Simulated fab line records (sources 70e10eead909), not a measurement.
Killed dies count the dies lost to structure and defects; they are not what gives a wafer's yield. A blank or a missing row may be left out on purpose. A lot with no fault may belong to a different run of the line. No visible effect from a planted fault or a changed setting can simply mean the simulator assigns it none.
fab line records ; flow nand_harc ; part 1 of 2: steps 1 to 4 of 6
record lots=21; wafers=63; last_day=26
route steps=1159 shown A_STAIRCASE@532
lots with no fault: from the same line, run without faults
start_h: the number of hours between the record's first day and the start of the first shown wafer of the lot ; wait_h: hours from the lot's prior step to this one ; " repeats the value in the row above ; L1.1+2: several wafers, shown together as one row ; - either no value or no given start ; * or withheld: withheld ; < > ~ a bound
route shown NAME@n: a module of which the file shows steps, and the number in the route of the first ; usual: average and standard deviation across the fault-free wafers ; same: alike in all rows ; chamber/n: place in a boat ; sites: readings site by site ; _std_site: the values' standard deviation ; _edge_site: the outer-site mean with the inner-site mean subtracted ; radius_mm: for every site, how far away it sits from the centre of the wafer ; mask NAME#n: copy n ; behind: tool/chamber where the wafer was last shaped ; hold: cause of the lot's hold/its duration in hours/its outcome ; device: transistor that didn't switch, given as n, p or np ; end of line: the route-end tests of the same wafers ; a step with no rows: only its recipe ; killed: not the wafer's yield, but the dies lost to structure and defects at the first sort ; map: a wafer's dies, x killed, . not, _ none there
set.NAME: the run value of the setting; set.NAME@STEP: its run value at that earlier step ; model.NAME: the simulator's own value behind a step, which no gauge read
route steps across a sampled set of lots; one table per step, one row per wafer
services: from which hour (start_h, from the record's first day; less than 0 if before it) a tool's chamber was out of use, for how many hours, and why
## steps
# step NHARC_A_STAIRCASE_ETCH_170
# recipe target_depth_a=2000; time_s=66.667; ion_energy_ev=250; c4f6_flow_sccm=25; o2_flow_sccm=20; ar_flow_sccm=500; rf_w=600; bias_w=500; chemistry=C4F6/O2
# usual drypump_motor_current_A=5.9/0.49; o2_flow_sccm=20.00/0.063; oes_product_au=0.972/0.015; rf_vpp_V=548/3; showerhead_plenum_p_Torr=3.97/0.14; throttle_valve_pct=26.903/0.0094
lot.wafer;tool;chamber;start_h;wait_h;drypump_motor_current_A;o2_flow_sccm;oes_product_au;rf_hours_counter_h;rf_vpp_V;showerhead_plenum_p_Torr;throttle_valve_pct
L074.1;rie_diel-12;2;-;-;6.2;19.91;0.966;8;552;4.13;26.878
L074.3;rie_diel-12;3;-;-;6.0;20.08;0.959;11;549;4.03;26.906
L074.6;rie_diel-12;2;-;-;6.2;19.99;0.963;-;550;4.13;26.902
L076.3;rie_diel-11;2;-;-;5.5;19.98;0.974;16;542;3.68;26.910
L076.1;rie_diel-11;1;-;-;5.5;19.94;0.969;15;552;4.10;26.903
L076.6;rie_diel-11;2;-;-;5.5;20.08;0.974;-;542;3.68;26.904
L075.4;rie_diel-07;1;-;-;4.8;19.97;0.977;2;546;3.83;26.895
L075.3;rie_diel-07;2;-;-;6.0;19.94;1.000;2;550;4.11;26.901
L075.5;rie_diel-07;0;-;-;6.8;20.10;0.973;-;546;3.81;26.895
L077.3;rie_diel-11;3;-;-;6.6;19.99;0.977;23;549;4.02;26.909
L077.5;rie_diel-11;3;-;-;6.6;19.96;0.978;-;549;4.02;26.902
L077.6;rie_diel-11;0;-;-;5.8;20.01;0.965;-;548;3.98;26.897
L078.3;rie_diel-07;3;-;-;5.6;19.97;0.970;6;553;4.19;26.893
L078.1;rie_diel-07;1;-;-;4.8;20.06;0.992;6;546;3.83;26.890
L078.5;rie_diel-07;3;-;-;5.6;20.05;0.963;-;553;4.19;26.903
L079.2;rie_diel-11;2;-;-;5.5;19.93;0.962;25;541;3.67;26.905
L079.4;rie_diel-11;0;-;-;5.8;20.10;0.986;23;548;3.98;26.895
L079.3;rie_diel-11;1;-;-;5.5;19.87;0.981;24;550;4.09;26.904
L082.3;rie_diel-11;3;-;-;6.6;19.92;0.996;28;550;4.02;26.898
L082.6;rie_diel-11;0;-;-;5.8;19.97;0.979;-;548;3.97;26.905
L082.5;rie_diel-11;1;-;-;5.5;19.99;0.986;-;551;4.09;26.910
L080.4;rie_diel-11;2;-;-;5.5;20.13;0.971;28;541;3.67;26.880
L080.1;rie_diel-11;3;-;-;6.6;20.08;0.956;29;548;4.02;26.896
L080.5;rie_diel-11;1;-;-;5.5;19.97;0.957;-;551;4.09;26.908
L083.3;rie_diel-12;0;-;-;5.7;20.03;1.005;30;546;3.89;26.911
L083.1;rie_diel-12;1;-;-;5.9;20.01;0.994;29;550;4.03;26.905
L083.5;rie_diel-12;1;-;-;5.9;20.00;0.978;-;549;4.03;26.897
L081.4;rie_diel-12;1;-;-;5.9;20.05;0.948;29;549;4.03;26.896
L081.6;rie_diel-12;3;-;-;6.0;20.03;0.986;-;548;4.02;26.906
L081.5;rie_diel-12;0;-;-;5.7;20.04;0.972;-;546;3.89;26.913
L086.2;rie_diel-11;0;-;-;5.8;19.98;0.996;43;549;3.96;26.895
L086.3;rie_diel-11;1;-;-;5.5;20.00;0.962;42;549;4.08;26.898
L086.4;rie_diel-11;2;-;-;5.5;20.09;0.980;43;542;3.66;26.911
L087.3;rie_diel-11;0;-;-;5.8;19.99;1.000;43;548;3.96;26.915
L087.1;rie_diel-11;1;-;-;5.5;20.11;0.968;42;550;4.08;26.916
L087.5;rie_diel-11;2;-;-;5.5;20.03;0.968;-;541;3.66;26.910
L085.4;rie_diel-11;1;-;-;5.5;20.12;0.949;43;549;4.08;26.909
L085.3;rie_diel-11;2;-;-;5.5;19.88;0.990;44;541;3.66;26.892
L085.6;rie_diel-11;0;-;-;5.8;19.98;0.980;-;548;3.96;26.893
L088.1;rie_diel-12;1;-;-;5.9;20.01;0.971;40;550;4.03;26.913
L088.2;rie_diel-12;2;-;-;6.3;20.02;0.964;36;551;4.11;26.907
L088.6;rie_diel-12;1;-;-;5.9;19.98;0.989;-;549;4.03;26.890
L091.3;rie_diel-12;1;-;-;5.9;19.89;0.970;46;549;4.02;26.903
L091.4;rie_diel-12;3;-;-;6.0;19.97;0.952;44;550;4.01;26.893
L091.5;rie_diel-12;0;-;-;5.7;20.09;0.964;-;545;3.88;26.902
L094.1;rie_diel-12;0;-;-;5.7;19.89;0.977;50;546;3.88;26.897
L094.4;rie_diel-12;1;-;-;5.9;20.00;0.961;48;549;4.02;26.906
L094.6;rie_diel-12;0;-;-;5.7;19.85;0.979;-;545;3.88;26.916
L092.2;rie_diel-07;0;-;-;6.7;19.92;0.969;43;544;3.78;26.906
L092.3;rie_diel-07;1;-;-;4.7;19.94;0.978;43;543;3.81;26.900
L092.5;rie_diel-07;3;-;-;5.6;20.03;0.973;-;552;4.17;26.923
L095.2;rie_diel-12;0;-;-;5.7;20.01;0.946;52;545;3.88;26.890
L095.4;rie_diel-12;2;-;-;6.3;19.97;0.939;46;550;4.10;26.890
L095.1;rie_diel-12;3;-;-;6.0;20.02;0.930;47;549;4.01;26.906
L093.4;rie_diel-12;3;-;-;6.0;19.96;0.975;48;548;4.01;26.888
L093.5;rie_diel-12;2;-;-;6.3;20.00;0.965;-;552;4.10;26.896
L093.6;rie_diel-12;3;-;-;6.0;20.05;0.984;-;548;4.01;26.915
L096.3;rie_diel-07;0;-;-;6.7;19.96;0.969;48;542;3.78;26.908
L096.5;rie_diel-07;1;-;-;4.7;19.98;0.950;-;544;3.80;26.905
L096.6;rie_diel-07;2;-;-;6.0;19.97;0.956;-;549;4.08;26.895
L097.1;rie_diel-07;2;-;-;5.9;19.99;0.957;54;550;4.07;26.900
L097.2;rie_diel-07;0;-;-;6.7;19.92;0.948;59;543;3.77;26.894
L097.6;rie_diel-07;0;-;-;6.7;20.00;0.953;-;544;3.77;26.906
# step NHARC_A_STAIRCASE_ETCH_197
# recipe target_depth_a=1000; time_s=40.5; ion_energy_ev=400; c4f8_flow_sccm=20; o2_flow_sccm=10; ar_flow_sccm=withheld; rf_w=600; bias_w=1000; chemistry=C4F8/O2
# usual oes_product_au=0.953/0.018; rf_vpp_V=897/5
lot.wafer;tool;chamber;start_h;wait_h;oes_product_au;rf_hours_counter_h;rf_vpp_V
L074.3;rie_diel-07;0;-;-;0.933;1;891
L074.1;rie_diel-07;1;-;-;0.954;1;893
L074.6;rie_diel-07;3;-;-;0.957;-;905
L076.1;rie_diel-12;1;-;-;0.945;17;900
L076.3;rie_diel-12;3;-;-;0.956;17;901
L076.6;rie_diel-12;2;-;-;0.951;-;903
L075.4;rie_diel-11;1;-;-;0.952;21;901
L075.3;rie_diel-11;2;-;-;0.965;22;887
L075.5;rie_diel-11;0;-;-;0.993;-;897
L077.3;rie_diel-11;2;-;-;0.982;26;888
L077.5;rie_diel-11;1;-;-;0.945;-;903
L077.6;rie_diel-11;2;-;-;0.981;-;889
L078.1;rie_diel-12;3;-;-;0.925;20;899
L078.3;rie_diel-12;1;-;-;0.932;21;900
L078.5;rie_diel-12;3;-;-;0.928;-;900
L079.4;rie_diel-11;0;-;-;0.962;26;898
L079.3;rie_diel-11;2;-;-;0.989;27;887
L079.2;rie_diel-11;3;-;-;0.959;27;899
L082.3;rie_diel-12;1;-;-;0.976;27;900
L082.5;rie_diel-12;0;-;-;1.001;-;894
L082.6;rie_diel-12;1;-;-;0.967;-;901
L080.4;rie_diel-07;1;-;-;0.950;16;892
L080.1;rie_diel-07;3;-;-;0.951;14;906
L080.5;rie_diel-07;2;-;-;0.950;-;902
L083.1;rie_diel-12;1;-;-;0.943;31;901
L083.3;rie_diel-12;0;-;-;0.952;33;895
L083.5;rie_diel-12;2;-;-;0.939;-;902
L081.4;rie_diel-07;1;-;-;0.978;21;891
L081.5;rie_diel-07;2;-;-;0.962;-;902
L081.6;rie_diel-07;3;-;-;0.962;-;904
L086.4;rie_diel-12;0;-;-;0.961;41;895
L086.2;rie_diel-12;2;-;-;0.973;34;901
L086.3;rie_diel-12;3;-;-;0.962;36;900
L087.1;rie_diel-07;0;-;-;0.949;30;892
L087.3;rie_diel-07;3;-;-;0.948;27;906
L087.5;rie_diel-07;1;-;-;0.962;-;892
L085.4;rie_diel-12;0;-;-;0.937;41;895
L085.3;rie_diel-12;3;-;-;0.941;37;899
L085.6;rie_diel-12;1;-;-;0.934;-;899
L088.2;rie_diel-11;1;-;-;0.928;51;901
L088.1;rie_diel-11;3;-;-;0.955;48;899
L088.6;rie_diel-11;0;-;-;0.948;-;897
L091.4;rie_diel-07;0;-;-;0.953;41;889
L091.3;rie_diel-07;2;-;-;0.981;36;902
L091.5;rie_diel-07;0;-;-;0.948;-;891
L094.1;rie_diel-11;1;-;-;0.954;58;900
L094.6;rie_diel-11;0;-;-;0.965;-;897
L094.4;rie_diel-11;1;-;-;0.962;-;902
L092.2;rie_diel-07;0;-;-;0.931;46;890
L092.3;rie_diel-07;1;-;-;0.936;45;891
L092.5;rie_diel-07;0;-;-;0.923;-;893
L095.1;rie_diel-07;0;-;-;0.942;46;890
L095.2;rie_diel-07;1;-;-;0.944;46;892
L095.4;rie_diel-07;3;-;-;0.939;41;904
L093.4;rie_diel-07;3;-;-;0.927;43;904
L093.6;rie_diel-07;0;-;-;0.917;-;889
L093.5;rie_diel-07;1;-;-;0.936;-;892
L096.3;rie_diel-07;2;-;-;0.973;48;901
L096.5;rie_diel-07;2;-;-;0.972;-;901
L096.6;rie_diel-07;1;-;-;0.977;-;891
L097.1;rie_diel-07;1;-;-;0.963;63;892
L097.2;rie_diel-07;2;-;-;0.978;57;901
L097.6;rie_diel-07;0;-;-;0.972;-;889
# step NHARC_A_STAIRCASE_TRIM_200
# recipe time_s=211.2; o2_flow_sccm=500; ar_flow_sccm=0; bias_w=0; chemistry=O2
# usual drypump_motor_current_A=5.9/0.53; o2_flow_sccm=500.0/1.5; oes_product_au=1.003/0.0094; rf_vpp_V=58.0/1; showerhead_plenum_p_Torr=3.57/0.13; throttle_valve_pct=17.037/0.01
lot.wafer;tool;chamber;start_h;wait_h;drypump_motor_current_A;o2_flow_sccm;oes_product_au;rf_hours_counter_h;rf_vpp_V;showerhead_plenum_p_Torr;throttle_valve_pct
L074.3;rie_diel-07;1;-;-;4.7;499.7;0.998;2;58.1;3.44;17.048
L074.1;rie_diel-07;3;-;-;5.6;501.3;1.012;2;58.3;3.77;17.035
L074.6;rie_diel-07;2;-;-;6.0;495.3;1.021;-;58.2;3.70;17.037
L076.3;rie_diel-12;0;-;-;5.7;499.5;1.007;18;58.5;3.51;17.023
L076.1;rie_diel-12;1;-;-;5.9;500.8;1.003;17;58.9;3.64;17.039
L076.6;rie_diel-12;0;-;-;5.7;499.8;1.007;-;58.1;3.51;17.044
L075.4;rie_diel-11;0;-;-;5.8;499.8;1.002;21;56.8;3.58;17.018
L075.3;rie_diel-11;1;-;-;5.5;500.1;0.989;21;60.0;3.69;17.030
L075.5;rie_diel-11;3;-;-;6.6;498.7;0.994;-;58.9;3.62;17.035
L077.3;rie_diel-11;1;-;-;5.5;497.6;0.980;25;58.4;3.69;17.029
L077.6;rie_diel-11;0;-;-;5.8;502.1;1.006;-;57.6;3.58;17.035
L077.5;rie_diel-11;1;-;-;5.5;499.5;0.988;-;59.1;3.69;17.031
L078.1;rie_diel-12;3;-;-;6.0;499.0;1.006;21;57.5;3.62;17.044
L078.3;rie_diel-12;2;-;-;6.3;499.7;0.993;20;57.8;3.71;17.040
L078.5;rie_diel-12;3;-;-;6.0;500.2;1.012;-;57.4;3.62;17.052
L079.3;rie_diel-11;3;-;-;6.6;499.0;1.003;27;58.9;3.62;17.030
L079.4;rie_diel-11;0;-;-;5.8;500.1;1.015;26;58.8;3.58;17.031
L079.2;rie_diel-11;2;-;-;5.5;499.5;0.998;28;57.6;3.29;17.033
L082.3;rie_diel-12;0;-;-;5.7;498.8;1.025;28;58.4;3.50;17.031
L082.5;rie_diel-12;2;-;-;6.2;502.2;1.005;-;57.3;3.71;17.061
L082.6;rie_diel-12;3;-;-;6.0;499.3;1.024;-;56.6;3.62;17.041
L080.4;rie_diel-07;1;-;-;4.7;501.5;1.007;16;57.3;3.44;17.042
L080.1;rie_diel-07;2;-;-;6.0;500.9;1.005;15;57.8;3.69;17.042
L080.5;rie_diel-07;0;-;-;6.7;499.6;0.991;-;56.5;3.41;17.055
L083.3;rie_diel-12;2;-;-;6.2;499.3;0.997;28;58.1;3.70;17.028
L083.1;rie_diel-12;3;-;-;6.0;499.2;1.013;29;58.8;3.62;17.039
L083.5;rie_diel-12;0;-;-;5.7;497.7;1.006;-;57.7;3.50;17.032
L081.4;rie_diel-07;0;-;-;6.7;503.9;0.997;22;55.9;3.41;17.039
L081.6;rie_diel-07;3;-;-;5.6;499.5;1.003;-;58.9;3.76;17.025
L081.5;rie_diel-07;0;-;-;6.7;500.3;1.000;-;58.4;3.41;17.039
L086.4;rie_diel-12;3;-;-;6.0;501.8;1.006;37;58.7;3.62;17.026
L086.3;rie_diel-12;0;-;-;5.7;499.5;0.999;41;57.1;3.49;17.031
L086.2;rie_diel-12;1;-;-;5.9;503.4;1.001;39;57.9;3.62;17.035
L087.3;rie_diel-07;1;-;-;4.8;502.1;0.994;30;58.8;3.43;17.046
L087.1;rie_diel-07;2;-;-;6.0;499.2;1.008;27;58.4;3.68;17.030
L087.5;rie_diel-07;1;-;-;4.8;500.4;0.994;-;57.3;3.43;17.037
L085.4;rie_diel-12;0;-;-;5.7;500.3;1.012;42;57.0;3.49;17.032
L085.3;rie_diel-12;2;-;-;6.2;498.9;0.986;36;58.2;3.70;17.050
L085.6;rie_diel-12;0;-;-;5.7;499.6;1.010;-;57.4;3.49;17.032
L088.2;rie_diel-11;3;-;-;6.6;501.6;1.002;48;59.1;3.61;17.039
L088.1;rie_diel-11;0;-;-;5.8;501.3;1.008;52;59.4;3.56;17.019
L088.6;rie_diel-11;3;-;-;6.6;499.8;1.008;-;58.7;3.61;17.031
L091.4;rie_diel-07;1;-;-;4.8;498.0;0.996;40;57.2;3.42;17.045
L091.3;rie_diel-07;3;-;-;5.5;500.8;0.992;37;57.1;3.75;17.043
L091.5;rie_diel-07;1;-;-;4.8;500.1;1.001;-;55.6;3.42;17.032
L094.1;rie_diel-11;0;-;-;5.8;499.7;0.998;59;57.6;3.56;17.058
L094.6;rie_diel-11;0;-;-;5.8;503.1;1.004;-;57.7;3.56;17.040
L094.4;rie_diel-11;1;-;-;5.5;500.7;0.995;-;58.7;3.67;17.043
L092.2;rie_diel-07;2;-;-;6.0;501.4;1.019;41;59.4;3.67;17.034
L092.3;rie_diel-07;1;-;-;4.7;501.3;1.012;46;56.9;3.42;17.057
L092.5;rie_diel-07;2;-;-;5.9;500.5;1.008;-;59.1;3.67;17.033
L095.2;rie_diel-07;1;-;-;4.7;500.4;1.000;46;58.2;3.42;17.034
L095.1;rie_diel-07;3;-;-;5.5;501.3;1.006;41;58.3;3.75;17.041
L095.4;rie_diel-07;0;-;-;6.7;500.3;1.013;46;56.8;3.40;17.046
L093.4;rie_diel-07;3;-;-;5.6;501.6;0.995;43;59.7;3.75;17.027
L093.6;rie_diel-07;3;-;-;5.6;500.0;1.011;-;59.2;3.75;17.041
L093.5;rie_diel-07;0;-;-;6.7;498.2;0.995;-;58.2;3.39;17.053
L096.3;rie_diel-07;1;-;-;4.8;499.1;1.015;54;58.4;3.41;17.056
L096.6;rie_diel-07;0;-;-;6.6;499.2;1.016;-;57.5;3.39;17.044
L096.5;rie_diel-07;2;-;-;6.0;502.6;1.014;-;57.6;3.67;17.039
L097.2;rie_diel-07;1;-;-;4.7;498.8;1.002;63;56.4;3.41;17.034
L097.1;rie_diel-07;0;-;-;6.7;498.6;1.006;63;56.5;3.39;17.037
L097.6;rie_diel-07;0;-;-;6.7;497.8;1.014;-;57.5;3.39;17.037
# step NHARC_A_STAIRCASE_TRIM_233
# recipe time_s=211.2; o2_flow_sccm=500; ar_flow_sccm=0; bias_w=0; chemistry=O2
# usual drypump_motor_current_A=5.9/0.54; o2_flow_sccm=500.1/1.6; oes_product_au=1.003/0.0096; rf_vpp_V=57.7/0.82; showerhead_plenum_p_Torr=3.57/0.13; throttle_valve_pct=17.037/0.008
lot.wafer;tool;chamber;start_h;wait_h;drypump_motor_current_A;o2_flow_sccm;oes_product_au;rf_hours_counter_h;rf_vpp_V;showerhead_plenum_p_Torr;throttle_valve_pct
L074.3;rie_diel-12;0;-;-;5.7;500.5;1.004;17;56.9;3.51;17.050
L074.1;rie_diel-12;1;-;-;5.9;501.6;1.009;16;58.1;3.64;17.037
L074.6;rie_diel-12;1;-;-;5.9;498.9;1.001;-;57.9;3.64;17.034
L076.3;rie_diel-07;2;-;-;6.0;501.5;1.011;6;58.9;3.69;17.038
L076.1;rie_diel-07;3;-;-;5.5;501.3;1.012;6;58.5;3.77;17.038
L076.6;rie_diel-07;1;-;-;4.7;499.2;1.004;-;56.4;3.44;17.039
L075.3;rie_diel-11;3;-;-;6.6;501.7;1.008;23;56.9;3.62;17.038
L075.4;rie_diel-11;0;-;-;5.8;501.2;1.010;22;57.2;3.58;17.032
L075.5;rie_diel-11;1;-;-;5.5;496.5;0.999;-;57.7;3.69;17.041
L077.3;rie_diel-07;2;-;-;6.0;500.2;1.022;9;58.7;3.69;17.049
L077.5;rie_diel-07;1;-;-;4.8;498.5;1.011;-;58.1;3.44;17.040
L077.6;rie_diel-07;2;-;-;6.0;500.7;1.014;-;56.6;3.69;17.051
L078.1;rie_diel-07;0;-;-;6.7;498.9;0.996;10;57.4;3.42;17.039
L078.3;rie_diel-07;3;-;-;5.6;501.0;0.998;9;58.1;3.77;17.048
L078.5;rie_diel-07;1;-;-;4.7;499.4;0.998;-;57.1;3.44;17.021
L079.4;rie_diel-12;1;-;-;5.9;500.6;0.996;24;58.0;3.63;17.030
L079.2;rie_diel-12;2;-;-;6.2;498.9;0.993;22;58.1;3.71;17.026
L079.3;rie_diel-12;3;-;-;5.9;500.7;1.000;23;56.3;3.62;17.058
L082.3;rie_diel-12;3;-;-;6.0;498.2;1.003;27;57.1;3.62;17.029
L082.6;rie_diel-12;0;-;-;5.7;503.7;1.008;-;57.7;3.50;17.028
L082.5;rie_diel-12;1;-;-;5.9;499.8;0.993;-;58.3;3.63;17.055
L080.4;rie_diel-11;1;-;-;5.5;500.0;1.002;34;56.7;3.68;17.038
L080.1;rie_diel-11;3;-;-;6.6;504.1;1.003;35;58.6;3.61;17.034
L080.5;rie_diel-11;0;-;-;5.8;497.7;1.014;-;56.9;3.57;17.033
L083.1;rie_diel-12;1;-;-;5.9;499.2;0.989;32;57.6;3.63;17.037
L083.3;rie_diel-12;0;-;-;5.7;500.8;1.019;34;57.7;3.50;17.042
L083.5;rie_diel-12;2;-;-;6.2;499.6;0.981;-;58.3;3.70;17.024
L081.4;rie_diel-07;0;-;-;6.7;500.0;0.996;23;58.8;3.41;17.031
L081.5;rie_diel-07;3;-;-;5.6;504.0;1.005;-;58.5;3.76;17.035
L081.6;rie_diel-07;0;-;-;6.7;499.6;0.993;-;57.0;3.41;17.048
L086.3;rie_diel-12;3;-;-;6.0;500.6;1.009;40;59.4;3.61;17.052
L086.2;rie_diel-12;0;-;-;5.7;499.3;0.999;44;58.0;3.49;17.041
L086.4;rie_diel-12;1;-;-;5.9;501.1;1.000;42;58.0;3.62;17.035
L087.3;rie_diel-12;1;-;-;5.9;497.6;1.001;42;58.1;3.62;17.031
L087.1;rie_diel-12;3;-;-;6.0;501.1;1.005;40;57.8;3.61;17.029
L087.5;rie_diel-12;1;-;-;5.9;498.5;0.996;-;56.7;3.62;17.052
L085.4;rie_diel-07;1;-;-;4.8;498.2;1.011;35;57.9;3.42;17.033
L085.3;rie_diel-07;3;-;-;5.6;500.3;1.003;30;58.8;3.76;17.034
L085.6;rie_diel-07;1;-;-;4.8;498.5;1.006;-;59.0;3.42;17.031
L088.1;rie_diel-12;1;-;-;5.9;498.9;1.007;45;58.8;3.62;17.045
L088.2;rie_diel-12;0;-;-;5.7;498.9;1.015;48;57.4;3.49;17.027
L088.6;rie_diel-12;2;-;-;6.2;501.2;0.998;-;59.0;3.70;17.044
L091.3;rie_diel-12;2;-;-;6.2;501.5;0.993;44;56.0;3.69;17.029
L091.4;rie_diel-12;3;-;-;6.0;500.4;0.996;46;56.8;3.61;17.034
L091.5;rie_diel-12;1;-;-;5.9;498.5;1.004;-;57.7;3.62;17.051
L094.4;rie_diel-07;0;-;-;6.7;503.7;0.984;44;57.1;3.40;17.030
L094.1;rie_diel-07;3;-;-;5.6;498.3;0.991;38;58.7;3.75;17.034
L094.6;rie_diel-07;1;-;-;4.8;497.4;0.997;-;56.9;3.42;17.031
L092.3;rie_diel-12;2;-;-;6.2;499.8;0.988;50;58.0;3.69;17.030
L092.2;rie_diel-12;0;-;-;5.7;500.6;1.015;57;58.0;3.48;17.042
L092.5;rie_diel-12;2;-;-;6.2;501.9;0.986;-;58.1;3.69;17.050
L095.4;rie_diel-07;1;-;-;4.8;499.5;1.006;48;57.4;3.42;17.027
L095.1;rie_diel-07;3;-;-;5.6;499.5;1.003;43;58.8;3.75;17.038
L095.2;rie_diel-07;0;-;-;6.7;498.2;0.999;48;58.4;3.39;17.038
L093.4;rie_diel-07;2;-;-;6.0;501.9;1.009;-;58.5;3.67;17.026
L093.6;rie_diel-07;0;-;-;6.7;499.5;0.997;-;56.4;3.39;17.040
L093.5;rie_diel-07;1;-;-;4.7;500.6;1.013;-;57.6;3.42;17.030
L096.3;rie_diel-11;0;-;-;5.8;501.3;1.015;3;58.1;3.55;17.035
L096.5;rie_diel-11;3;-;-;6.6;499.5;1.032;-;56.3;3.60;17.023
L096.6;rie_diel-11;0;-;-;5.8;498.7;1.009;-;58.3;3.55;17.042
L097.2;rie_diel-07;1;-;-;4.8;500.1;0.996;65;57.1;3.41;17.039
L097.1;rie_diel-07;2;-;-;6.0;501.2;1.002;60;59.5;3.66;17.020
L097.6;rie_diel-07;1;-;-;4.8;501.6;1.013;-;57.5;3.41;17.038
